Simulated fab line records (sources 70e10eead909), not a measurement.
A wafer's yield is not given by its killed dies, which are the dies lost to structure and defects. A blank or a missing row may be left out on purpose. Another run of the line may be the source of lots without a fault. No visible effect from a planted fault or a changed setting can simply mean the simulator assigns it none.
Which tool is to blame? + flow nandHarc + 12 lots, 36 wafers sampled, at 5 steps of a route of 1159

WHAT THE GAUGES SHOWED, per wafer
NHARC_END_SORT_01. Usual: defectLimitedYield 95.5 %, standard deviation 1.5; killedAtArray 27, standard deviation 10; killedAtOther 0.6, standard deviation 0.96; killedAtPeriphery 3.4, standard deviation 2.7; killedDies 31, standard deviation 10; killedOpen 2.9, standard deviation 1.8; killedShort 1.8, standard deviation 1.4; sort_bin_2_pct 1.4 %, standard deviation 0.66; sort_bin_3_pct 0.25 %, standard deviation 0.23; sort_bin_4_pct 2.8 %, standard deviation 0.94; sortNPass 646, standard deviation 10; sortRimYieldPct 96.2 %, standard deviation 2.6; sortYieldPct 95.5 %, standard deviation 1.5.
| lot  | measured     | on        | defectLimitedYield (%) | killedAtArray | killedAtOther | killedAtPeriphery | killedDies | killedOpen | killedShort | sort_bin_2_pct (%) | sort_bin_3_pct (%) | sort_bin_4_pct (%) | sortNPass   | sortRimYieldPct (%) | sortYieldPct (%) | flag |
|------|--------------|-----------|------------------------|---------------|---------------|-------------------|------------|------------|-------------|--------------------|--------------------|--------------------|-------------|---------------------|------------------|------|
| L906 | day 21 12:47 | prober-01 | 96.9 96.2 95.6         | 12 14 17      | 1 0 1         | 8 12 12           | 21 26 30   | 1 1 3      | 2 5 1       | 0.9 0.7 1.8        | 0.30 0.30 0        | 1.9 2.8 2.7        | 656 651 647 | 97.2 96.2 96.2      | 96.9 96.2 95.6   |      |
| L905 | day 21 21:16 | prober-01 | 94.5 93.8 93.5         | 35 35 35      | 0 0 0         | 2 7 9             | 37 42 44   | 1 5 7      | 1 2 0       | 0.9 2.2 1.9        | 0 0.30 0.59        | 4.6 3.7 4.0        | 640 635 633 | 93.4 94.3 97.2      | 94.5 93.8 93.5   |      |
| L907 | day 21 22:05 | prober-02 | 93.2 93.2 93.1         | 45 42 44      | 0 1 0         | 1 3 3             | 46 46 47   | 6 2 5      | 1 1 1       | 2.2 2.5 2.5        | 0.15 0.89 0.59     | 4.4 3.4 3.8        | 631 631 630 | 98.1 96.2 94.3      | 93.2 93.2 93.1   |      |
| L910 | day 22 05:33 | prober-01 | 96.2 97.8 97.0         | 21 12 12      | 3 1 4         | 2 2 4             | 26 15 20   | 3 3 6      | 2 1 2       | 0.9 0.9 1.3        | 0.15 0 0.15        | 2.8 1.3 1.5        | 651 662 657 | 93.4 97.2 94.3      | 96.2 97.8 97.0   |      |
| L913 | day 22 06:22 | prober-02 | 94.7 94.8 94.7         | 35 34 30      | 0 0 0         | 1 1 6             | 36 35 36   | 3 2 8      | 0 0 4       | 1.9 2.8 1.8        | 0.44 0 0.30        | 3.0 2.4 3.2        | 641 642 641 | 94.3 91.5 90.6      | 94.7 94.8 94.7   |      |
| L909 | day 22 13:23 | prober-02 | 93.5 95.9 94.4         | 43 26 38      | 0 0 0         | 1 2 0             | 44 28 38   | 0 3 3      | 6 1 1       | 2.2 1.3 1.8        | 0.59 0.15 1.03     | 3.7 2.7 2.8        | 633 649 639 | 98.1 96.2 100.0     | 93.5 95.9 94.4   |      |
| L918 | day 24 11:37 | prober-02 | 94.2 95.1 95.3         | 35 28 31      | 1 0 0         | 3 5 1             | 39 33 32   | 1 4 2      | 2 1 1       | 2.5 1.5 1.9        | 0 0.59 0.15        | 3.2 2.8 2.7        | 638 644 645 | 96.2 95.3 96.2      | 94.2 95.1 95.3   |      |
| L921 | day 25 17:16 | prober-02 | 93.4 95.0 94.2         | 36 20 29      | 1 4 2         | 8 10 8            | 45 34 39   | 3 3 3      | 3 1 2       | 3.0 1.5 0.9        | 0.59 0.15 0.44     | 3.1 3.4 4.4        | 632 643 638 | 93.4 98.1 97.2      | 93.4 95.0 94.2   |      |

WHICH TOOL RAN EACH LOT (tool, then ch and the chambers of the sampled wafers, then the start)
| lot  | NHARC_A_BONDPAD_PVD_17                 | NHARC_A_BONDPAD_PVD_27      | NHARC_A_BONDPAD_ANNEAL_28       | NHARC_THIN_TSV_DEP_43           |
|------|----------------------------------------|-----------------------------|---------------------------------|---------------------------------|
| L901 | pvdSputter-03, day 18 06:35 or earlier | pvdSputter-03, day 18 06:35 | rtpAnneal-01 ch 0, day 18 07:24 | pecvd-03 ch 0,2, day 18 21:58   |
| L899 | pvdSputter-02, day 18 08:23 or earlier | pvdSputter-02, day 18 08:23 | rtpAnneal-02 ch 0, day 18 08:59 | pecvd-04 ch 0,1, day 18 23:07   |
| L902 | pvdSputter-03, day 18 13:07 or earlier | pvdSputter-03, day 18 13:07 | rtpAnneal-02 ch 0, day 18 13:40 | pecvd-04 ch 1,2, day 19 07:08   |
| L906 | pvdSputter-01, day 20 06:09 or earlier | pvdSputter-01, day 20 06:09 | rtpAnneal-01 ch 0, day 20 06:40 | pecvd-02 ch 0,2, day 20 22:14   |
| L905 | pvdSputter-01, day 20 11:29 or earlier | pvdSputter-01, day 20 11:29 | rtpAnneal-02 ch 0, day 20 11:59 | pecvd-04 ch 0,1,2, day 21 03:58 |
| L907 | pvdSputter-03, day 20 14:54 or earlier | pvdSputter-03, day 20 14:54 | rtpAnneal-02 ch 0, day 20 15:36 | pecvd-04 ch 1,2, day 21 05:29   |
| L910 | pvdSputter-01, day 21 00:21 or earlier | pvdSputter-01, day 21 00:21 | rtpAnneal-01 ch 0, day 21 00:53 | pecvd-02 ch 0,1,2, day 21 13:31 |
| L913 | pvdSputter-01, day 21 01:34 or earlier | pvdSputter-01, day 21 01:34 | rtpAnneal-02 ch 0, day 21 02:08 | pecvd-03 ch 1,2, day 21 14:42   |
| L909 | pvdSputter-01, day 21 08:20 or earlier | pvdSputter-01, day 21 08:20 | rtpAnneal-01 ch 0, day 21 08:52 | pecvd-04 ch 0,1, day 21 21:31   |
| L918 | pvdSputter-03, day 23 03:10 or earlier | pvdSputter-03, day 23 03:10 | rtpAnneal-02 ch 0, day 23 03:40 | pecvd-03 ch 0,1,2, day 23 17:22 |
| L919 | pvdSputter-02, day 23 18:13 or earlier | pvdSputter-02, day 23 18:13 | rtpAnneal-01 ch 0, day 23 18:49 | pecvd-02 ch 0,2, day 24 07:41   |
| L921 | pvdSputter-03, day 24 12:20 or earlier | pvdSputter-03, day 24 12:20 | rtpAnneal-02 ch 0, day 24 13:09 | pecvd-03 ch 0,2, day 25 02:22   |
- NHARC_A_BONDPAD_PVD_17: deposits TaN, target thk 5 nm, time 8.06 s.
- NHARC_A_BONDPAD_PVD_27: deposits Cu, target thk 30 nm, time 20.49 s.
- NHARC_A_BONDPAD_ANNEAL_28: time 90 s.
- NHARC_THIN_TSV_DEP_43: deposits SiO2, target thk 1328.5 nm.

AS READ BY THE TOOLS THEMSELVES (means over the sampled wafers that have a number; for cases with no such wafer, the mark the record gives instead)
NHARC_A_BONDPAD_PVD_17. Usual: cathodeDcPowerW 15000 W, standard deviation 3.2; throttleValvePct 29.8 %, standard deviation 0.68.
| lot  | tool          | cathodeDcPowerW (W) | throttleValvePct (%) | flag |
|------|---------------|---------------------|----------------------|------|
| L901 | pvdSputter-03 | 14999               | 29.7                 |      |
| L899 | pvdSputter-02 | 15001               | 29.8                 |      |
| L902 | pvdSputter-03 | 14998               | 29.5                 |      |
| L906 | pvdSputter-01 | 15002               | 30.1                 |      |
| L905 | pvdSputter-01 | 15004               | 30.1                 |      |
| L907 | pvdSputter-03 | 15001               | 29.8                 |      |
| L910 | pvdSputter-01 | 14999               | 29.8                 |      |
| L913 | pvdSputter-01 | 15001               | 29.7                 |      |
| L909 | pvdSputter-01 | 14999               | 30.3                 |      |
| L918 | pvdSputter-03 | 15002               | 29.3                 |      |
| L919 | pvdSputter-02 | 15002               | 29.6                 |      |
| L921 | pvdSputter-03 | 15002               | 29.8                 |      |

NHARC_A_BONDPAD_PVD_27. Usual: cathodeDcPowerW 5000.1 W, standard deviation 0.86; throttleValvePct 29.8 %, standard deviation 0.65.
| lot  | tool          | cathodeDcPowerW (W) | throttleValvePct (%) | flag |
|------|---------------|---------------------|----------------------|------|
| L901 | pvdSputter-03 | 5000.3              | 29.8                 |      |
| L899 | pvdSputter-02 | 4998.8              | 29.9                 |      |
| L902 | pvdSputter-03 | 5000.5              | 30.0                 |      |
| L906 | pvdSputter-01 | 4999.4              | 30.2                 |      |
| L905 | pvdSputter-01 | 5000.1              | 29.9                 |      |
| L907 | pvdSputter-03 | 5000.2              | 29.5                 |      |
| L910 | pvdSputter-01 | 4390.5              | 30.3                 | OFF  |
| L913 | pvdSputter-01 | 4391.4              | 30.1                 | OFF  |
| L909 | pvdSputter-01 | 4390.5              | 30.0                 | OFF  |
| L918 | pvdSputter-03 | 5000.4              | 29.9                 |      |
| L919 | pvdSputter-02 | 5000.0              | 29.8                 |      |
| L921 | pvdSputter-03 | 4999.1              | 29.4                 |      |

NHARC_A_BONDPAD_ANNEAL_28. Usual: wafer_temp_C_max reads 226.0 (standard deviation 0.34).
| lot  | tool         | wafer_temp_C_max | flag |
|------|--------------|------------------|------|
| L901 | rtpAnneal-01 | 226.0            |      |
| L899 | rtpAnneal-02 | 225.6            |      |
| L902 | rtpAnneal-02 | 225.8            |      |
| L906 | rtpAnneal-01 | 226.4            |      |
| L905 | rtpAnneal-02 | 225.7            |      |
| L907 | rtpAnneal-02 | 225.6            |      |
| L910 | rtpAnneal-01 | 226.5            |      |
| L913 | rtpAnneal-02 | 225.7            |      |
| L909 | rtpAnneal-01 | 225.9            |      |
| L918 | rtpAnneal-02 | 225.9            |      |
| L919 | rtpAnneal-01 | 225.8            |      |
| L921 | rtpAnneal-02 | 225.7            |      |

NHARC_THIN_TSV_DEP_43. Usual: rfFwdPowerW 897.4 W, standard deviation 2.8; throttleValvePct 15.9 %, standard deviation 0.5.
| lot  | tool     | rfFwdPowerW (W) | throttleValvePct (%) | flag |
|------|----------|-----------------|----------------------|------|
| L901 | pecvd-03 | 897.9           | 16.4                 |      |
| L899 | pecvd-04 | 898.8           | 15.6                 |      |
| L902 | pecvd-04 | 896.8           | 15.9                 |      |
| L906 | pecvd-02 | 896.6           | 15.9                 |      |
| L905 | pecvd-04 | 895.7           | 15.6                 |      |
| L907 | pecvd-04 | 899.5           | 15.9                 |      |
| L910 | pecvd-02 | 895.9           | 16.1                 |      |
| L913 | pecvd-03 | 896.6           | 16.4                 |      |
| L909 | pecvd-04 | 895.5           | 15.6                 |      |
| L918 | pecvd-03 | 896.1           | 16.4                 |      |
| L919 | pecvd-02 | 899.5           | 15.6                 |      |
| L921 | pecvd-03 | 899.8           | 16.8                 |      |

THE ANSWER, worked out from the rows above alone
Rule: a lot counts as off when the mean over its wafers that have a number is more than 3 standard deviations away from the usual mean. Also off: a lot with no number at a reading for which 4 or more lots have one. All remaining lots with rows at the step are treated as sound. Order of review: gauges by route order, followed by the tools' own readings, for which a lot's mean as printed above is used. The first step at which some lot is off is used, and at that step the reading that is off furthest; a lot without a number counts as furthest.
Off: L910, L913, L909 (NHARC_A_BONDPAD_PVD_27, cathodeDcPowerW).
A tool fits if, at that step or a process step before it, it ran every lot that is off, and no sound lot after the first of them. Because NHARC_A_BONDPAD_PVD_17 lacks a start for some lots, the hours and order of its lots are taken from NHARC_A_BONDPAD_PVD_27. One fits: NHARC_A_BONDPAD_PVD_17 and NHARC_A_BONDPAD_PVD_27 on pvdSputter-01. At NHARC_A_BONDPAD_PVD_17 its last sound lot is L905 (day 20 11:29), its first lot that is off L910 (day 21 00:21): a fault that began between those two fits.

WHAT THE SIMULATOR HAD INSERTED
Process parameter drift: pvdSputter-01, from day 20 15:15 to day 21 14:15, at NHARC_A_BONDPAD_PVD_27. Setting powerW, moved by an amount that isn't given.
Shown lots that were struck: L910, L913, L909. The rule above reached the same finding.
